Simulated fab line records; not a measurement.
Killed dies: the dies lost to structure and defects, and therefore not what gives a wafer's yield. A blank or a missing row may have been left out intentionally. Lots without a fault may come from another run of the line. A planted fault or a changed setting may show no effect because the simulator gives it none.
fab line records	flow nand_harc	part 1 of 2: steps 1 to 39 of 41
record lots=7	wafers=21	last_day=34
route steps=1302 shown A_CHANNEL_HOLE_D2@600 A_CHANNEL_FILL_D2@610 A_STAIRCASE@639 END@1301
lots with no fault: from the same line, run without faults
start_h: the number of hours between the record's first day and the start of the first shown wafer of the lot	wait_h: time in hours since the lot's previous step	" as in the row above	L1.1+2: one row covering several wafers at once	- value missing, or start not given	* or withheld: withheld	< > ~ a bound
route shown NAME@n: names a module that has steps shown in the file, with the first one's number in the route	usual: the fault-free wafers' mean and standard deviation	same: alike in all rows	chamber/n: place in a boat	sites: each site's reading	_std_site: their standard deviation	_edge_site: inner sites' mean taken away from outer sites' mean	radius_mm: how far each site lies from the wafer's centre	mask NAME#n: copy n	behind: tool/chamber where the wafer was last shaped	hold: reason for holding the lot/hours on hold/outcome of the hold	device: names the non-switching transistor (n, p or np)	end of line: tests run on the same wafers once the route is complete	step lacking rows: just its recipe	killed: the dies lost at the first sort to structure and to defects; this is not the yield of the wafer	map: a wafer's dies, x killed, . not, _ none there
set.NAME: the setting the step ran with; set.NAME@STEP: the setting that earlier step ran with	model.NAME: the simulator's own value behind a step, which no gauge read
lots at selected steps of the route; one table per step, one row per wafer
services: a tool's chamber out of use, with start hour (start_h, from the record's first day; less than 0 if before it), hours out, and reason
## steps
# step NHARC_A_CHANNEL_HOLE_D2_STRIP_41
# recipe n2_flow_sccm=150	h2_flow_sccm=150	ar_flow_sccm=0	bias_w=0	chemistry=N2/H2
# step NHARC_A_CHANNEL_HOLE_D2_STRIP_42
# recipe cf4_flow_sccm=100	chf3_flow_sccm=30	ar_flow_sccm=0	bias_w=0	chemistry=CF4/CHF3
# step NHARC_A_CHANNEL_HOLE_D2_STRIP_43
# recipe o2_flow_sccm=400	cos_flow_sccm=20	ar_flow_sccm=0	bias_w=0	chemistry=O2/COS
# step NHARC_A_CHANNEL_HOLE_D2_ETCH_44
# recipe target_depth_a=1400	overetch_a=140	time_s=77	ion_energy_ev=100	cf4_flow_sccm=80	o2_flow_sccm=20	ar_flow_sccm=0	rf_w=300	bias_w=100	chemistry=CF4/O2
# usual drypump_motor_current_A=5.7/0.42	mfc_ar_sccm=0.005/0.0094	oes_o_777_au=1.001/0.0042	oes_product_au=0.998/0.013	rf_vpp_V=197.2/1.5	showerhead_plenum_p_Torr=1.30/0.065	throttle_valve_pct=13.397/0.0086
lot.wafer	tool	chamber	start_h	wait_h	drypump_motor_current_A	mfc_ar_sccm	oes_o_777_au	oes_product_au	rf_hours_counter_h	rf_vpp_V	showerhead_plenum_p_Torr	throttle_valve_pct
L726.3	rie_diel-10	2	339.33	0.0	5.8	0.038	1.001	1.000	4.1	198.7	1.29	13.401
L726.2	"	3	"	"	5.7	0.006	1.004	1.011	3.7	199.4	1.38	13.391
L726.6	"	2	"	"	5.8	0.038	1.002	0.997	-	198.0	1.29	13.404
L728.3	rie_diel-07	0	355.31	0.1	6.2	0	1.002	1.004	2.8	196.9	1.28	13.397
L728.6	"	2	"	"	5.9	0	1.003	0.979	-	200.3	1.43	13.409
L728.5	"	3	"	"	5.6	0.007	1.010	0.994	-	195.8	1.27	13.409
L735.2	rie_diel-13	2	426.16	0.1	6.3	0	1.001	1.012	3.5	194.7	1.25	13.406
L735.4	"	3	"	"	6.5	0	0.995	0.989	3.5	195.2	1.25	13.399
L735.5	"	1	"	"	5.8	0.008	1.007	1.024	-	196.2	1.25	13.380
L736.2	rie_diel-13	2	448.33	0.0	6.3	0	0.998	0.999	4.5	196.1	1.25	13.393
L736.4	"	0	"	"	5.0	0	1.004	0.993	5.2	196.4	1.27	13.408
L736.6	"	3	"	"	6.5	0	0.996	0.988	-	195.0	1.25	13.394
L737.2	rie_diel-07	1	452.45	0.1	5.1	0	0.995	1.011	7.7	195.0	1.25	13.393
L737.6	"	3	"	"	5.6	0.007	1.013	0.995	-	196.8	1.27	13.399
L737.5	"	0	"	"	6.2	0	1.005	0.991	-	195.4	1.28	13.397
L742.2	rie_diel-07	2	489.40	0.1	5.9	0	0.993	1.004	0.8	200.6	1.42	13.402
L742.1	"	1	"	"	5.1	0	1.001	0.991	0.6	197.0	1.25	13.393
L742.6	"	3	"	"	5.6	0.007	1.006	0.980	-	196.8	1.27	13.385
L746.3	rie_diel-07	2	539.98	0.1	5.8	0	1.000	1.018	3.5	199.1	1.42	13.391
L746.1	"	0	"	"	6.2	0	1.012	0.991	2.9	196.3	1.28	13.391
L746.5	"	2	"	"	5.8	0	0.998	1.015	-	200.4	1.42	13.383
# step NHARC_A_CHANNEL_HOLE_D2_STRIP_28
# recipe o2_flow_sccm=500	ar_flow_sccm=0	bias_w=0	chemistry=O2
# step NHARC_A_CHANNEL_HOLE_D2_PRECLEAN_29
# recipe time_s=*	temp_c=50	bath_age_min=0	chemistry=SC1
# step NHARC_A_CHANNEL_HOLE_D2_SRD_30
# step NHARC_A_CHANNEL_HOLE_D2_CD_MEAS_31
# usual cd_nm=89.7/1.8
lot.wafer	tool	chamber	start_h	wait_h	cd_nm
L726.2	cd_sem-02	-	340.13	-	89.8
L726.3	"	-	"	"	90.9
L726.6	"	-	"	"	91.0
L728.3	cd_sem-01	-	356.09	-	87.8
L728.5	"	-	"	"	91.7
L728.6	"	-	"	"	91.8
L735.2	cd_sem-01	-	426.94	-	85.9
L735.4	"	-	"	"	86.0
L735.5	"	-	"	"	88.0
L736.2	cd_sem-03	-	449.12	-	89.6
L736.4	"	-	"	"	90.8
L736.6	"	-	"	"	90.2
L737.2	cd_sem-02	-	453.27	0.1	90.0
L737.5	"	-	"	"	85.8
L737.6	"	-	"	"	88.3
L742.1	cd_sem-02	-	490.20	-	90.0
L742.2	"	-	"	"	87.4
L742.6	"	-	"	"	90.1
L746.1	cd_sem-02	-	540.78	-	88.9
L746.3	"	-	"	"	93.9
L746.5	"	-	"	"	91.5
# step NHARC_A_CHANNEL_HOLE_D2_XSEM_32
# recipe landing_energy_ev=35000
# step NHARC_A_CHANNEL_HOLE_D2_INSPECT_40
# usual raw_defect_count=308/87
lot.wafer	tool	chamber	start_h	wait_h	raw_defect_count
L726.2	defect_inspect-02	-	340.33	-	270
L726.3	"	-	"	"	337
L726.6	"	-	"	"	449
L728.3	defect_inspect-02	-	356.28	-	482
L728.5	"	-	"	"	563
L728.6	"	-	"	"	491
L735.2	defect_inspect-02	-	427.13	-	269
L735.4	"	-	"	"	354
L735.5	"	-	"	"	296
L736.2	defect_inspect-02	-	449.31	-	238
L736.4	"	-	"	"	215
L736.6	"	-	"	"	381
L737.2	defect_inspect-02	-	453.45	-	431
L737.5	"	-	"	"	291
L737.6	"	-	"	"	302
L742.1	defect_inspect-01	-	490.38	-	243
L742.2	"	-	"	"	261
L742.6	"	-	"	"	358
L746.1	defect_inspect-02	-	540.97	-	263
L746.3	"	-	"	"	448
L746.5	"	-	"	"	497
# step NHARC_A_CHANNEL_FILL_D2_PRECLEAN_00
# recipe time_s=*	temp_c=50	bath_age_min=0	chemistry=SC1
# step NHARC_A_CHANNEL_FILL_D2_SRD_01
# step NHARC_A_CHANNEL_FILL_D2_ALD_02
# recipe target_thk_a=60	pulse_time_s=10	ald_cycles=60	temp_c=300	material=SiO2
# usual ald_cycles=60/0	heater_power_outer_w=257/44	heater_power_w=473/78	precursor_pulse_height_rel=0.998/0.021
lot.wafer	tool	chamber	start_h	wait_h	ald_cycles	heater_power_outer_w	heater_power_w	precursor_pulse_height_rel
L726.3	ald_hk-02	3	340.59	-	60	316	530	0.962
L726.2	"	0	"	"	60	238	411	0.963
L726.6	"	2	"	"	60	334	583	0.980
L728.3	ald_hk-01	0	356.54	-	60	213	384	0.967
L728.5	"	3	"	"	60	308	543	0.989
L728.6	"	0	"	"	60	207	381	0.988
L735.2	ald_hk-02	2	427.32	-	-	-	-	-
L735.4	"	3	"	"	-	-	-	-
L735.5	"	3	"	"	-	-	-	-
L736.4	ald_hk-02	2	449.58	-	-	-	-	-
L736.2	"	0	"	"	-	-	-	-
L736.6	"	2	"	"	-	-	-	-
L737.2	ald_hk-02	2	453.78	-	-	-	-	-
L737.5	"	0	"	"	-	-	-	-
L737.6	"	1	"	"	-	-	-	-
L742.2	ald_hk-01	3	490.58	-	60	306	561	0.971
L742.1	"	0	"	"	60	197	358	0.976
L742.6	"	0	"	"	60	200	374	1.003
L746.1	ald_hk-01	1	541.16	-	60	305	593	1.002
L746.3	"	0	"	"	60	199	369	0.996
L746.5	"	1	"	"	60	294	578	0.984
# step NHARC_A_CHANNEL_FILL_D2_ALD_03
# recipe target_thk_a=60	pulse_time_s=60	ald_cycles=58	temp_c=630	pressure_torr=2	material=SiNx
# usual chamber_pressure_Torr=2.000/0.0045	precursor_pulse_height_rel=1.000/0.019
# same ald_cycles=58
lot.wafer	tool	chamber	start_h	wait_h	chamber_pressure_Torr	precursor_pulse_height_rel
L726.2	ald_sin_batch-03	0	-	-	2.001	1.025
L726.3	"	0	"	"	2.002	0.974
L726.6	"	0	"	"	1.996	1.000
L728.3	ald_sin_batch-03	0	-	-	2.003	1.028
L728.5	"	0	"	"	2.003	0.981
L728.6	"	0	"	"	2.002	0.987
L735.2	ald_sin_batch-01	0	-	-	2.001	1.002
L735.4	"	0	"	"	1.993	1.020
L735.5	"	0	"	"	1.994	1.012
L736.2	ald_sin_batch-03	0	-	-	2.004	0.988
L736.4	"	0	"	"	2.004	1.009
L736.6	"	0	"	"	2.002	1.010
L737.2	ald_sin_batch-01	0	-	-	2.003	1.006
L737.5	"	0	"	"	2.008	1.003
L737.6	"	0	"	"	2.000	0.980
L742.1	ald_sin_batch-03	0	-	-	2.004	0.984
L742.2	"	0	"	"	1.992	1.027
L742.6	"	0	"	"	2.000	1.005
L746.1	ald_sin_batch-01	0	-	-	2.002	1.011
L746.3	"	0	"	"	1.995	0.993
L746.5	"	0	"	"	1.999	0.997
# step NHARC_A_CHANNEL_FILL_D2_ALD_14
# recipe target_thk_a=25	pulse_time_s=10	ald_cycles=25	temp_c=300	material=SiO2
# step NHARC_A_CHANNEL_FILL_D2_ALD_15
# recipe target_thk_a=20	pulse_time_s=60	ald_cycles=19	temp_c=630	pressure_torr=2	material=SiNx
# step NHARC_A_CHANNEL_FILL_D2_ALD_16
# recipe target_thk_a=15	pulse_time_s=10	ald_cycles=15	temp_c=300	material=SiO2
# step NHARC_A_CHANNEL_FILL_D2_ANNEAL_17
# recipe temp_c=850	time_s=1800
# step NHARC_A_CHANNEL_FILL_D2_CVD_18
# recipe target_thk_a=30	temp_c=550	material=poly-Si
# step NHARC_A_CHANNEL_FILL_D2_ETCHBACK_19
# recipe target_depth_a=50	time_s=1.7	hbr_flow_sccm=150	cl2_flow_sccm=50	rf_w=400	icp_w=400	bias_w=100	chemistry=HBr/Cl2
# step NHARC_A_CHANNEL_FILL_D2_ETCHBACK_20
# recipe target_depth_a=270	time_s=13.5	c4f8_flow_sccm=withheld	o2_flow_sccm=8	ar_flow_sccm=withheld	rf_w=600	bias_w=1500	chemistry=C4F8/O2/Ar
# step NHARC_A_CHANNEL_FILL_D2_STRIP_28
# recipe time_s=20	o2_flow_sccm=500	ar_flow_sccm=0	bias_w=0	chemistry=O2
# step NHARC_A_CHANNEL_FILL_D2_PRECLEAN_21
# recipe time_s=30	chemistry=dHF
# step NHARC_A_CHANNEL_FILL_D2_SRD_23
# step NHARC_A_CHANNEL_FILL_D2_CVD_05
# recipe target_thk_a=50	temp_c=550	material=poly-Si
# step NHARC_A_CHANNEL_FILL_D2_ANNEAL_22
# recipe temp_c=620	time_s=7200
# step NHARC_A_CHANNEL_FILL_D2_ALD_25
# recipe target_thk_a=600	pulse_time_s=10	ald_cycles=600	temp_c=300	material=SiOx
# usual heater_power_outer_w=256/44	heater_power_w=469/74	precursor_pulse_height_rel=0.995/0.018
# same ald_cycles=600
lot.wafer	tool	chamber	start_h	wait_h	heater_power_outer_w	heater_power_w	precursor_pulse_height_rel
L726.2	ald_hk-01	3	378.16	0.7	310	546	0.976
L726.3	"	0	"	"	200	386	1.004
L726.6	"	2	379.98	2.5	201	394	1.014
L728.3	ald_hk-02	2	393.16	0.7	340	610	0.968
L728.6	"	1	395.02	2.5	230	429	0.992
L728.5	"	2	"	"	349	595	1.011
L735.2	ald_hk-02	3	466.53	0.1	281	502	0.973
L735.4	"	2	468.35	1.9	340	629	0.995
L735.5	"	0	469.57	3.1	246	423	1.001
L736.4	ald_hk-04	2	488.59	0.1	213	388	0.998
L736.2	"	0	489.82	1.3	254	470	1.007
L736.6	"	2	491.04	2.5	213	383	1.019
L737.2	ald_hk-02	2	491.77	0.1	343	628	0.988
L737.6	"	2	494.22	2.5	348	617	1.000
L737.5	"	3	"	"	291	491	1.009
L742.2	ald_hk-02	3	527.86	0.1	287	490	1.023
L742.1	"	1	529.11	1.3	234	436	1.035
L742.6	"	0	530.99	3.2	240	429	1.006
L746.3	ald_hk-04	0	581.41	1.3	256	473	1.029
L746.1	"	1	"	"	220	427	0.985
L746.5	"	3	583.23	3.1	272	482	1.004
# step NHARC_A_CHANNEL_FILL_D2_ETCHBACK_08
# recipe target_depth_a=2200	time_s=110	c4f8_flow_sccm=20	ar_flow_sccm=withheld	rf_w=600	bias_w=300	chemistry=C4F8
# step NHARC_A_CHANNEL_FILL_D2_STRIP_29
# recipe time_s=20	o2_flow_sccm=500	ar_flow_sccm=0	bias_w=0	chemistry=O2
# step NHARC_A_CHANNEL_FILL_D2_PRECLEAN_30
# recipe time_s=30	chemistry=dHF
# step NHARC_A_CHANNEL_FILL_D2_SRD_31
# step NHARC_A_CHANNEL_FILL_D2_CVD_09
# recipe target_thk_a=1500	temp_c=620	pressure_mtorr=200	time_s=3000	material=poly-Si
# step NHARC_A_CHANNEL_FILL_D2_CMP_10
# recipe target_thk_nm=150
# usual motor_current_A=11.7/0.72	slurry_flow_ml_min=150.0/0.51	time_to_endpoint_s=14/3.2
lot.wafer	tool	chamber	start_h	wait_h	motor_current_A	slurry_flow_ml_min	time_to_endpoint_s
L726.2	cmp-02	2	388.87	0.4	11.7	150.3	13
L726.3	"	0	"	"	12.8	149.9	11
L726.6	"	2	"	"	11.8	150.7	11
L728.3	cmp-02	1	403.98	0.4	12.1	150.2	14
L728.5	"	2	"	"	11.9	149.9	11
L728.6	"	3	"	"	10.7	150.0	19
L735.4	cmp-03	0	477.81	0.4	11.6	150.8	16
L735.2	"	2	"	"	11.3	149.8	19
L735.5	"	0	"	"	11.5	151.1	15
L736.4	cmp-03	3	499.91	0.4	10.8	149.1	16
L736.2	"	0	"	"	11.5	149.5	13
L736.6	"	3	"	"	11.0	150.1	15
L737.2	cmp-01	3	503.31	0.5	10.6	149.5	11
L737.5	"	1	"	"	12.2	150.0	17
L737.6	"	2	"	"	12.6	149.6	11
L742.1	cmp-01	3	539.25	0.4	9.8	149.8	15
L742.2	"	1	"	"	12.1	149.9	20
L742.6	"	2	"	"	12.4	150.5	15
L746.3	cmp-01	0	591.36	0.4	11.7	151.1	9
L746.1	"	3	"	"	10.9	149.9	11
L746.5	"	0	"	"	12.3	149.7	10
# step NHARC_A_CHANNEL_FILL_D2_SRD_12
# step NHARC_A_CHANNEL_FILL_D2_RTA_24
# recipe temp_c=1000	time_s=5
# step NHARC_A_CHANNEL_FILL_D2_INSPECT_13
# usual raw_defect_count=382/120
lot.wafer	tool	chamber	start_h	wait_h	raw_defect_count
L726.2	defect_inspect-01	-	389.48	0.1	421
L726.3	"	-	"	"	506
L726.6	"	-	"	"	461
L728.3	defect_inspect-02	-	404.53	0.1	223
L728.5	"	-	"	"	324
L728.6	"	-	"	"	557
L735.2	defect_inspect-02	-	478.54	0.1	712
L735.4	"	-	"	"	420
L735.5	"	-	"	"	429
L736.2	defect_inspect-02	-	500.50	0.1	686
L736.4	"	-	"	"	612
L736.6	"	-	"	"	464
L737.2	defect_inspect-02	-	503.88	0.1	275
L737.5	"	-	"	"	314
L737.6	"	-	"	"	374
L742.1	defect_inspect-01	-	539.84	0.2	287
L742.2	"	-	"	"	347
L742.6	"	-	"	"	415
L746.1	defect_inspect-02	-	591.98	0.2	358
L746.3	"	-	"	"	309
L746.5	"	-	"	"	296
# step NHARC_A_STAIRCASE_DEP_156
# recipe target_thk_a=500	temp_c=400	target_thk_nm=50	flow_sccm=200	rf_w=450	material=SiNx
# usual heater_power_w=760/100
lot.wafer	tool	chamber	start_h	wait_h	heater_power_w
L726.3	pecvd-02	1	389.55	0.1	804
L726.2	"	0	"	"	760
L726.6	"	2	"	"	673
L728.3	pecvd-02	2	404.65	0.1	666
L728.5	"	0	"	"	661
L728.6	"	2	"	"	660
L735.2	pecvd-03	0	478.67	0.1	850
L735.5	"	1	"	"	592
L735.4	"	0	"	"	813
L736.2	pecvd-03	2	500.67	0.2	749
L736.6	"	0	"	"	820
L736.4	"	1	"	"	579
L737.2	pecvd-04	0	504.00	0.1	962
L737.6	"	2	"	"	806
L737.5	"	0	"	"	993
L742.2	pecvd-03	0	539.91	0.1	795
L742.1	"	1	"	"	528
L742.6	"	1	"	"	554
L746.3	pecvd-04	2	592.05	0.1	779
L746.1	"	1	"	"	786
L746.5	"	1	"	"	768
# step NHARC_A_STAIRCASE_DEHYDRATE_158
# recipe temp_c=150	time_s=120
# step NHARC_A_STAIRCASE_HMDS_159
# recipe time_s=30
## key
first_sign step=NHARC_A_CHANNEL_FILL_D2_ALD_02	reading=tool_record	direction=missing
effect step=NHARC_END_WLT_00	reading=VT_DECK1_TOP	direction=up	sigmas=99+	usual=0.892	struck=6.000
met_at NHARC_A_CHANNEL_FILL_D2_ALD_02
struck_wafers L735.2,L735.4,L735.5,L736.2,L736.4,L736.6,L737.2,L737.5,L737.6
tester_left_out L735,L736,L737
onset_between 340.59 427.32
fault kind=skipped_step_whole	tool=ald_hk-02	chamber=-	onset_h=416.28	steps=NHARC_A_CHANNEL_FILL_D2_ALD_02	scope=struck_lots_only
# tester_left_out: of these lots the tester's yield and bins aren't shown, on N5 and GAA mostly nor the transistor test; their killed dies are dies lost to structure and defects alone, not to doping, threshold or leakage, so they don't give the yield
